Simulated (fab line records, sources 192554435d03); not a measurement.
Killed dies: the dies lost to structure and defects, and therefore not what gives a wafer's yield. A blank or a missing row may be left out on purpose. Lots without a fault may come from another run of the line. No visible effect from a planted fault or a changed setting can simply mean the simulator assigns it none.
2 desks looking at one fault :: flow n5_finfet :: only its own numbers are on each desk; what lay behind them is given at the end

FOR THE TOOL OWNER'S DESK: rie_diel-02
The tool's own readings at N5_BEOL_M1_ETCH_63 (etches SiARC in CF4, target depth 15.6 nm, time 26 s): means of the sampled wafers that have a number, for each lot that ran on this tool. Any lot whose mean is over 4 standard deviations away from the usual mean is out of limits and marked OUT; that distance is given in the brackets.
Columns: A = drypump_motor_current_A at N5_BEOL_M1_ETCH_63, usual 5.5 A; B = etch_rf_on_time_s at N5_BEOL_M1_ETCH_63, usual 25.8 s; C = oes_product_au at N5_BEOL_M1_ETCH_63, usual 0.65 a.u.; D = rf_vpp_V at N5_BEOL_M1_ETCH_63, usual 184.2 V; E = showerhead_plenum_p_Torr at N5_BEOL_M1_ETCH_63, usual 2.15 Torr; F = throttle_valve_pct at N5_BEOL_M1_ETCH_63, usual 15.72 %
lot: L568
first seen here: day 6 12:57
A: 5.9
B: 26.4
C: 0.69
D: 183.3
E: 2.17
F: 15.53

lot: L570
first seen here: day 6 19:27
A: 5.6
B: 26.9
C: 0.60
D: 184.6
E: 2.17
F: 15.55

lot: L574
first seen here: day 7 14:56
A: 5.8
B: 26.6
C: 0.65
D: 184.3
E: 2.14
F: 15.66

lot: L579
first seen here: day 10 00:06
A: 5.8
B: 42.5 (+20) OUT
C: 0.52
D: 184.3
E: 2.14
F: 15.75

lot: L585
first seen here: day 10 13:35
A: 5.8
B: 34.9 (+11) OUT
C: 0.58
D: 184.4
E: 2.16
F: 15.61

lot: L586
first seen here: day 10 21:17
A: 5.7
B: 31.9 (+7.2) OUT
C: 0.71
D: 184.7
E: 2.17
F: 15.27
Finding of this desk: L579, L585, L586 out of limits; the first was L579 at day 10 00:06, on etch_rf_on_time_s at N5_BEOL_M1_ETCH_63. L568, L570, L574 stayed within limits.

AT THE METROLOGY DESK
Means of the sampled wafers that have a number, per lot and without regard to the tool the lot ran on: this is what the gauges read. Any lot whose mean is over 4 standard deviations away from the usual mean is out of limits and marked OUT; that distance is given in the brackets. 7 of its 11 readings are shown, namely those furthest out on some lot.
Columns: A = M1_ILD_THK at N5_BEOL_M1_THK_MEAS_01, usual 79.2 nm; B = IOFF_P at N5_BEOL_M4_RC_MEAS_101, usual 0.21 nA/um; C = ION_N at N5_BEOL_M4_RC_MEAS_101, usual 675 uA/um; D = ION_P at N5_BEOL_M4_RC_MEAS_101, usual 462 uA/um; E = SS_N at N5_BEOL_M4_RC_MEAS_101, usual 71.5 mV/dec; F = VT_N at N5_BEOL_M4_RC_MEAS_101, usual 250 mV; G = VT_P at N5_BEOL_M4_RC_MEAS_101, usual -251 mV
lot: L568
first seen here: day 6 11:34
A: 79.2
B: 0.18
C: 671
D: 454
E: 71.7
F: 250
G: -254

lot: L570
first seen here: day 6 17:09
A: 78.8
B: 0.23
C: 684
D: 471
E: 70.9
F: 246
G: -248

lot: L572
first seen here: day 7 05:59
A: 80.1
B: 0.19
C: 663
D: 450
E: 71.6
F: 251
G: -254

lot: L573
first seen here: day 7 08:07
A: 80.3
B: 0.26
C: 693
D: 477
E: 71.4
F: 247
G: -248

lot: L574
first seen here: day 7 13:02
A: 80.9
B: 0.18
C: 677
D: 466
E: 70.0
F: 253
G: -250

lot: L576
first seen here: day 8 01:53
A: 79.8
B: 0.23
C: 690
D: 477
E: 70.5
F: 246
G: -247

lot: L579
first seen here: day 9 21:25
A: 78.1
B: 0.18
C: 666
D: 456
E: 71.2
F: 252
G: -254

lot: L585
first seen here: day 10 12:08
A: 78.4
B: 0.21
C: 668
D: 460
E: 71.1
F: 250
G: -249

lot: L586
first seen here: day 10 20:18
A: 78.5
B: 0.24
C: 681
D: 469
E: 71.2
F: 249
G: -249

lot: L589
first seen here: day 11 07:01
A: 79.6
B: 0.23
C: 666
D: 462
E: 71.6
F: 251
G: -250

lot: L590
first seen here: day 11 10:08
A: 79.0
B: 0.16
C: 664
D: 462
E: 71.1
F: 256
G: -254
Finding of this desk: none of the 11 lots has anything out of limits.

BROUGHT TOGETHER
On L579, L585, L586, at day 10 00:06, an alarm was possible from the tool owner's desk.
From the metrology desk's view, nothing was out of limits.
The metrology desk holds a record of L579, L585, L586, inside its limits.
The lots listed all ran N5_BEOL_M1_ETCH_63 on rie_diel-02.

WHAT HAD BEEN PUT IN BY THE SIMULATOR
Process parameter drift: rie_diel-02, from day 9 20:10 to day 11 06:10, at N5_BEOL_M1_ETCH_63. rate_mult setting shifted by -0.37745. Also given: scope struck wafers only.
Shown lots that were struck: L579, L585, L586.
Time in hours from fault onset to the first out-of-limits reading at each desk: the tool owner's desk, 4.
